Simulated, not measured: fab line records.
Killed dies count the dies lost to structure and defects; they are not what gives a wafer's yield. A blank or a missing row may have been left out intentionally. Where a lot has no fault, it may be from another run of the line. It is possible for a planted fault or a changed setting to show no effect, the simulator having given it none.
Matching of chambers    flow n5 finfet    N5_BEOL_M0_SAQP_ETCH_83 on rie diel-02: 4 sister chambers
The step etches SiARC in CF4, target depth 39 nm, time 65 s. 4 wafers are shown with their chamber, then 7 later ones without.

== EACH WAFER AND ITS CHAMBER ==
wafer   chamber  showerhead plenum p Torr (Torr)
L080.1  2        2.14
L082.6  3        2.29
L087.1  1        2.21
L087.2  0        2.10

== WAFERS WITH NO CHAMBER GIVEN ==
wafer   showerhead plenum p Torr (Torr)
L087.6  2.21
L092.4  2.13
L092.5  2.10
L092.6  2.28
L097.1  2.28
L097.5  2.28
L097.6  2.13

== EACH ONE'S CHAMBER ==
wafer   from the rows above  in truth
L087.6  1                    1
L092.4  2                    2
L092.5  0                    0
L092.6  3                    3
L097.1  3                    3
L097.5  3                    3
L097.6  2                    2
Correct placement for 7 of the 7. Number that these rows cannot place: 0. Placed wrongly: 0.
How it was worked out, from the rows above alone: a wafer's distance from a chamber is the root of the sum, over the readings, of the square of ((its reading less the chamber's mean) divided by the reading's scatter). The wafer belongs to the nearest chamber; if the next one is less than 2 further off, it can't be placed. The mean given for a chamber averages the wafers shown for that chamber. The scatter: with one shown wafer a chamber, the root of the mean of the squares of how far each hidden wafer lies from its nearest shown one.
